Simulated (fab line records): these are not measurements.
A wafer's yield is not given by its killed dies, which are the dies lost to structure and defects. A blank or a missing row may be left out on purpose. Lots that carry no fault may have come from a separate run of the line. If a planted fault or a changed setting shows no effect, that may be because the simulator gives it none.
Comparing a struck lot with a sound one | flow nand_harc | 14 steps out of a route of 1159
Sound: these wafers, L535.1, L535.3, L535.4. Struck: wafer L542.5 (left out: L542.3, L542.6 of the same lot, which were not struck); the cause appears at the end.
At each step with rows: each side's tool, then ch and its chambers, then its first start. Under that, the readings that differ: sound wafers | struck wafers | difference of the means | sigmas: that difference in standard deviations of wafers without a fault.
alike: same words and numbers on both sides, and readings whose means sit less than 2 such deviations apart. not compared: any withheld reading, any reading some wafer has no value for, any bound like >300 that may hide the same value, and any number with overlapping values for which the record gives no deviation.
Wherever a step has rows on one side only, a row that says differs or no value, or a row with sigmas, the two part there. Numbers that have no deviation but don't overlap get no sigmas and don't part them. Lack of a reading on every wafer of one side parts them only where that side has two or more wafers.

first, 9 steps without rows for these wafers: NHARC_THIN_TSV_PVD_24 (deposits Al, target thk 800 nm); NHARC_THIN_TSV_DEHYDRATE_25 (time 120 s); NHARC_THIN_TSV_HMDS_26 (time 30 s); NHARC_THIN_TSV_COAT_27; NHARC_THIN_TSV_SOFTBAKE_28 (time 95 s); NHARC_THIN_TSV_EBR_29; NHARC_THIN_TSV_EXPOSE_30 (exposes mask PAD); NHARC_THIN_TSV_PEB_31 (peb time 85 s); NHARC_THIN_TSV_DEVELOP_32 (time 70 s).
NHARC_THIN_TSV_CD_MEAS_33 targets a cd of 5000 nm.
  sound on cd_sem-02 ch 0, day 21 22:25; struck on cd_sem-03 ch 0, day 23 23:03
  alike: cd_nm
then, 1 step without rows for these wafers: NHARC_THIN_TSV_HARDBAKE_34 (time 80 s).
NHARC_THIN_TSV_DESCUM_35: chemistry O2, time 3 s.
  sound on rie_diel-07 ch 0,2,3, day 21 22:35; struck on rie_diel-02 ch 3, day 23 23:13
  reading      | sound          | struck | difference | sigmas
  rf_vpp_V (V) | 56.2 55.8 57.8 | 58.6   | +2.0       | +2
  alike: drypump_motor_current_A, oes_product_au, showerhead_plenum_p_Torr, throttle_valve_pct
  not compared: rf_hours_counter_h
NHARC_THIN_TSV_ETCH_59: etches the open film in Cl2/BCl3, target depth 880 nm, time 138.1 s.
  sound on rie_metal-02 ch 0,1, day 21 22:44; struck on rie_metal-02 ch 0, day 23 23:26
  reading          | sound             | struck | difference | sigmas
  run_length_s (s) | 159.1 159.3 159.0 | 145.6  | -13.5      | -28
  alike: drypump_motor_current_A, oes_product_au, throttle_valve_pct
  not compared: rf_fwd_power_W, rf_hours_counter_h
NHARC_THIN_TSV_ETCH_36: etches the open film in Cl2/BCl3, target depth 65 nm, time 18.571 s.
  sound on rie_metal-02 ch 0,1, day 21 23:00; struck on rie_metal-02 ch 1, day 23 23:36
  reading               | sound             | struck | difference | sigmas
  oes_product_au (a.u.) | 0.984 0.982 0.988 | 1.000  | +0.015     | +2
  alike: drypump_motor_current_A, run_length_s
  not compared: rf_hours_counter_h

## WHERE THEY PART
Earliest at NHARC_THIN_TSV_DESCUM_35; latest, in this record, at NHARC_THIN_TSV_ETCH_36.

WHY: the cause the simulator had injected
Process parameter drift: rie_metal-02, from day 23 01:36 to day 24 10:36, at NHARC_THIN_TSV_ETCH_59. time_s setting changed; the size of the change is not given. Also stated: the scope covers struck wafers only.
